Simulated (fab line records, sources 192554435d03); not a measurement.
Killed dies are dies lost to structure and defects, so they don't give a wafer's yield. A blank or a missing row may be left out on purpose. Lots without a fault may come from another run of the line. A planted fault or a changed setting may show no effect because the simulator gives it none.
Split-lot experiment | flow n5_finfet | 7 lots, 21 wafers read, on a route of 1938 steps

THE SPLIT
At N5_BEOL_M5_COAT_05 (resist thk 30 nm), the setting spin_rpm was moved away from the recipe's 1500 rpm on 12 of the 21 wafers read, by -10.4% to +9.8%. The other wafers ran this setting at the recipe's value.

FROM THE SPLIT TO THE READING: what the file shows between them, 4 steps
- N5_BEOL_M5_EBR_07
- N5_BEOL_M5_SOFTBAKE_06: time 60 s
- N5_BEOL_M5_EXPOSE_08: exposes mask M5, target cd 28 nm
- N5_BEOL_M5_PEB_09: peb time 60 s

THE READING
CAR-EUV_of_BEOL_M5_COAT_05.thk_nm (the simulator's own value, which no gauge read), in nm, at N5_BEOL_M5_DEVELOP_10 (develop time 30 s). The file gives no usual value for it. The 9 wafers here that ran the recipe average 29.6 nm, standard deviation 0.083 nm.

wafer  | tool, chamber at the split | spin_rpm as run, rpm | against the recipe | CAR-EUV_of_BEOL_M5_COAT_05.thk_nm, nm | against lot-mates on the recipe
L074.2 | litho_track-03, 0          | 1647                 | +9.8%              | 28.2                                  | no lot-mate on the recipe
L074.3 | litho_track-03, 0          | 1647                 | +9.8%              | 28                                    | no lot-mate on the recipe
L074.4 | litho_track-03, 0          | 1647                 | +9.8%              | 28                                    | no lot-mate on the recipe
L085.2 | litho_track-05, 0          | 1500                 | recipe             | 29.6                                  | -
L085.3 | litho_track-05, 0          | 1500                 | recipe             | 29.6                                  | -
L085.4 | litho_track-05, 0          | 1500                 | recipe             | 29.6                                  | -
L086.1 | litho_track-05, 0          | 1455                 | -3.0%              | 30.2                                  | no lot-mate on the recipe
L086.4 | litho_track-05, 0          | 1455                 | -3.0%              | 30                                    | no lot-mate on the recipe
L086.6 | litho_track-05, 0          | 1455                 | -3.0%              | 30                                    | no lot-mate on the recipe
L088.3 | litho_track-01, 0          | 1605                 | +7.0%              | 28.6                                  | no lot-mate on the recipe
L088.4 | litho_track-01, 0          | 1605                 | +7.0%              | 28.6                                  | no lot-mate on the recipe
L088.5 | litho_track-01, 0          | 1605                 | +7.0%              | 28.4                                  | no lot-mate on the recipe
L091.1 | litho_track-03, 0          | 1500                 | recipe             | 29.4                                  | -
L091.5 | litho_track-03, 0          | 1500                 | recipe             | 29.4                                  | -
L091.4 | litho_track-03, 0          | 1500                 | recipe             | 29.6                                  | -
L092.3 | litho_track-03, 0          | 1500                 | recipe             | 29.6                                  | -
L092.5 | litho_track-03, 0          | 1500                 | recipe             | 29.6                                  | -
L092.6 | litho_track-03, 0          | 1627                 | +8.5%              | 28.2                                  | -1.4
L095.2 | litho_track-05, 0          | 1344                 | -10.4%             | 31.2                                  | +1.6
L095.3 | litho_track-05, 0          | 1344                 | -10.4%             | 31.4                                  | +1.8
L095.5 | litho_track-05, 0          | 1500                 | recipe             | 29.6                                  | -

THE FIT
A straight line over all 21 wafers: CAR-EUV_of_BEOL_M5_COAT_05.thk_nm changes by -0.158 nm for each +1% of spin_rpm; r = -0.99; the points scatter about the line by 0.1 nm.
The same after taking each lot's own level away (the mean of its wafers on the recipe; 12 wafers): -0.164 nm for each +1%; r = -1.00; scatter 0.068 nm.
On that fit, the largest move of spin_rpm shifts the reading by 1.7 nm.
The lots' own levels span 29.47 to 29.60 nm, that is 1.6 times the standard deviation above.
So the lot-to-lot level changes the slope little: the two slopes agree.
Check: with one of the wafers moved furthest among these (-10.4%) left out of the fit, the line predicts +1.77 nm for it against its lot-mates. It came out at +1.6 nm against them.

OTHER SPLITS ON THESE WAFERS
These wafers also went through other splits before the reading. Each is held against what the fit with the lots' levels taken away leaves over:
other split on the same wafers | wafers away from the commonest value | r with CAR-EUV_of_BEOL_M5_COAT_05.thk_nm (lot level and that fit taken away)
N5_BEOL_M3_EXPOSE_08 dose_mj   | 9                                    | -0.17
N5_BEOL_M4_DESCUM_16 time_s    | 8                                    | -0.18

THE WHOLE CHAIN: every reading that the file lists as answering this split, in the file's order
step                  | what it does      | reading                                                                            | change (the file's fit)               | r (the file's)
N5_BEOL_M5_COAT_05    | resist thk 30 nm  | CAR-EUV_of_BEOL_M5_COAT_05.thk_nm (the simulator's own value, which no gauge read) | -0.155 nm for each +1% of the setting | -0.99
N5_BEOL_M5_DEVELOP_10 | develop time 30 s | CAR-EUV_of_BEOL_M5_COAT_05.thk_nm (the simulator's own value, which no gauge read) | -0.164 nm for each +1% of the setting | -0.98

THE FILE'S OWN FIT
CAR-EUV_of_BEOL_M5_COAT_05.thk_nm changes by -0.164 nm for each +1% of spin_rpm, r = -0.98.
